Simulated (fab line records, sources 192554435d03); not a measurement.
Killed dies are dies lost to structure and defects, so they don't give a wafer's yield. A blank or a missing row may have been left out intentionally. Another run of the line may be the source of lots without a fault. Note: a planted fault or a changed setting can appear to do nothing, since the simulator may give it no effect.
Matching of chambers -- flow n5Finfet -- N5_BEOL_M2_ETCHBACK_99 on rieDiel-01: 4 sister chambers
The step etches SiO2 in CHF3, target depth 5 nm, time 10.4 s. 30 wafers are shown with their chamber, then 12 later ones without.

EACH WAFER AND ITS CHAMBER
wafer,chamber,drypumpMotorCurrentA (A),showerheadPlenumPTorr (Torr),rfVppV (V)
L074.2,3,5.2,2.12,245
L074.4,1,5.1,2.14,243
L074.6,2,6.4,2.21,237
L077.2,3,5.2,2.11,246
L077.4,2,6.4,2.20,239
L077.5,2,6.4,2.20,237
L078.1,3,5.3,2.11,245
L078.3,0,4.9,2.07,245
L078.4,2,6.4,2.20,240
L079.1,0,4.9,2.07,244
L079.3,1,5.1,2.14,240
L079.4,1,5.1,2.14,241
L081.3,2,6.4,2.20,239
L081.5,2,6.4,2.20,237
L081.6,0,4.9,2.07,243
L085.2,2,6.4,2.20,238
L085.3,0,4.9,2.07,245
L085.5,0,4.9,2.07,244
L083.4,0,4.9,2.07,243
L083.5,2,6.4,2.19,237
L083.6,1,5.0,2.13,241
L084.3,0,4.9,2.07,243
L084.4,1,5.1,2.13,241
L084.5,0,4.9,2.07,244
L087.1,0,4.9,2.07,243
L087.3,2,6.5,2.19,238
L087.6,3,5.2,2.11,246
L089.4,2,6.4,2.19,238
L089.5,1,5.1,2.13,240
L089.6,0,4.9,2.07,245

SIGNATURES (means of the wafers above)
reading,chamber 0,chamber 1,chamber 2,chamber 3,scatter within a chamber
drypumpMotorCurrentA,4.900,5.083,6.410,5.225,0.0309
showerheadPlenumPTorr,2.0700,2.1350,2.1980,2.1125,0.00474
rfVppV,243.90,241.00,238.00,245.50,0.959
Rule: for a wafer and a chamber, the distance is found by dividing, reading by reading, the gap between the wafer's reading and the chamber's mean by the reading's scatter, squaring, summing and taking the root. The wafer belongs to the nearest chamber; if the next one is less than 2 further off, it can't be placed. The scatter: take each reading less its chamber's mean, square it, sum over the shown wafers, divide by the number of wafers less the number of chambers, and take the root.

WAFERS MISSING THEIR CHAMBER
wafer,drypumpMotorCurrentA (A),showerheadPlenumPTorr (Torr),rfVppV (V)
L091.3,5.1,2.13,241
L091.5,6.5,2.19,239
L091.6,5.2,2.10,246
L093.2,5.1,2.13,240
L093.3,5.2,2.10,246
L093.5,4.9,2.06,244
L094.1,4.9,2.06,244
L094.5,4.9,2.06,242
L094.6,5.1,2.13,242
L095.1,4.9,2.06,244
L095.4,6.4,2.19,237
L095.5,6.4,2.19,237

EACH ONE'S CHAMBER
wafer,from the rows above,in truth
L091.3,1,1
L091.5,2,2
L091.6,3,3
L093.2,1,1
L093.3,3,3
L093.5,0,0
L094.1,0,0
L094.5,0,0
L094.6,1,1
L095.1,0,0
L095.4,2,2
L095.5,2,2
Correctly placed: 12 of 12. From these rows, 0 cannot be placed. Wrongly placed: 0.
